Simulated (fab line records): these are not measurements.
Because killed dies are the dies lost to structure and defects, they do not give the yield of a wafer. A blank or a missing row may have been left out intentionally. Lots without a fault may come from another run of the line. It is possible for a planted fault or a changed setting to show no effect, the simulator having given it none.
The tool behind it: which one? -- flow nand harc -- 14 lots, 42 wafers sampled, at 4 steps of a route of 1302

== WHAT EACH GAUGE READ, for each wafer ==
NHARC_A_DECK1_JOINT_THK_MEAS_17: measures by ellipsometry.
lot,measured,on,thk nm (nm)
L667,day 13 20:36,film metro-02,45.4 47.5 45.4
L668,day 13 20:36,film metro-01,44.7 47.0 44.6
L669,day 14 20:45,film metro-02,42.6 44.3 43.6
L670,day 14 20:47,film metro-01,43.6 46.4 44.4
L671,day 15 09:05,film metro-02,43.5 44.2 45.2
L673,day 15 22:46,film metro-01,46.3 46.1 43.3
L675,day 16 21:50,film metro-01,43.5 45.6 44.8
L679,day 18 07:16,film metro-01,44.8 46.1 44.4
L681,day 19 19:58,film metro-01,44.9 44.3 45.2
L682,day 20 00:40,film metro-02,46.1 46.3 44.7
L683,day 20 00:40,film metro-01,45.2 46.1 47.4
L684,day 21 00:12,film metro-01,44.4 44.7 47.5
L685,day 21 00:13,film metro-02,45.6 45.6 45.0
L686,day 21 15:26,film metro-01,45.0 44.8 45.8

NHARC_A_ONON_D2_THK_MEAS_24: measures by ellipsometry.
lot,measured,on,thk nm (nm)
L667,day 14 11:26,film metro-01,1019 1017 1017
L668,day 14 11:43,film metro-01,990 991 989
L669,day 15 09:28,film metro-01,995 995 995
L670,day 15 09:30,film metro-02,1008 1006 1009
L671,day 15 21:47,film metro-01,1008 1007 1006
L673,day 16 10:08,film metro-01,1000 999 999
L675,day 17 09:55,film metro-01,1002 1003 1003
L679,day 18 18:38,film metro-01,1004 1005 1004
L681,day 20 07:46,film metro-02,946 998 998
L682,day 20 13:55,film metro-02,1004 952 1004
L683,day 20 13:57,film metro-02,1001 1002 1002
L684,day 21 12:13,film metro-01,1006 1007 1006
L685,day 21 12:14,film metro-02,996 995 994
L686,day 22 03:13,film metro-02,999 999 1000

NHARC_A_ONON_D2_THK_MEAS_34: measures by ellipsometry.
lot,measured,on,thk nm (nm)
L667,day 14 13:02,film metro-01,195 196 200
L668,day 14 13:19,film metro-01,197 199 198
L669,day 15 11:04,film metro-02,195 198 198
L670,day 15 11:07,film metro-02,203 199 201
L671,day 15 23:23,film metro-01,198 200 203
L673,day 16 11:44,film metro-01,203 202 205
L675,day 17 11:33,film metro-01,198 202 203
L679,day 18 20:14,film metro-01,203 206 203
L681,day 20 09:22,film metro-02,203 202 209
L682,day 20 15:31,film metro-01,202 202 202
L683,day 20 15:37,film metro-02,203 200 206
L684,day 21 14:13,film metro-01,199 200 201
L685,day 21 14:21,film metro-01,206 203 200
L686,day 22 04:50,film metro-01,204 198 202

== WHICH TOOL RAN EACH LOT (tool, then ch and the chambers of the sampled wafers, then the start) ==
lot,NHARC_A_ONON_D2_DEP_22
L667,"pecvd onon-02 ch 0, day 14 10:56"
L668,"pecvd onon-03 ch 0, day 14 11:16"
L669,"pecvd onon-04 ch 0, day 15 09:05"
L670,"pecvd onon-02 ch 0, day 15 08:59"
L671,"pecvd onon-02 ch 0, day 15 21:23"
L673,"pecvd onon-04 ch 0, day 16 09:38"
L675,"pecvd onon-02 ch 0, day 17 09:24"
L679,"pecvd onon-02 ch 0, day 18 18:14"
L681,"pecvd onon-04 ch 0, day 20 07:19"
L682,"pecvd onon-04 ch 0, day 20 13:32"
L683,"pecvd onon-03 ch 0, day 20 13:29"
L684,"pecvd onon-02 ch 0, day 21 11:43"
L685,"pecvd onon-03 ch 0, day 21 11:50"
L686,"pecvd onon-03 ch 0, day 22 02:43"
- NHARC_A_ONON_D2_DEP_22: target thk 1000 nm.

== AS READ BY THE TOOLS THEMSELVES (means over the sampled wafers that have a number; for cases with no such wafer, the mark the record gives instead) ==
The record holds no such reading with a usual standard deviation.

== THE ANSWER, worked out from the rows above alone ==
Rule: what is usual is taken from the lots themselves. Put in order of their means at a reading, lots are off if they are a third of the lots or fewer, leave a main group of 4 or more, and stand apart from it by a gap of 3 or more times the standard deviation of the main group's means; of several such gaps the widest counts. If all means in a main group match to the digits the tables above print for the reading, that group is not used. A lot without any number at a reading at which 4 lots or more have one is off too. Where the step has rows for the other lots, those lots are counted as sound. The gauges are gone through in route order, then the tools' own readings, and for those a lot's mean is taken as printed above. At the first step where some lot is off, the reading lying furthest off is the one used; lots without a number count as furthest.
None of the lots is off at any reading shown; this tells nothing.

== WHAT THE SIMULATOR HAD PUT IN ==
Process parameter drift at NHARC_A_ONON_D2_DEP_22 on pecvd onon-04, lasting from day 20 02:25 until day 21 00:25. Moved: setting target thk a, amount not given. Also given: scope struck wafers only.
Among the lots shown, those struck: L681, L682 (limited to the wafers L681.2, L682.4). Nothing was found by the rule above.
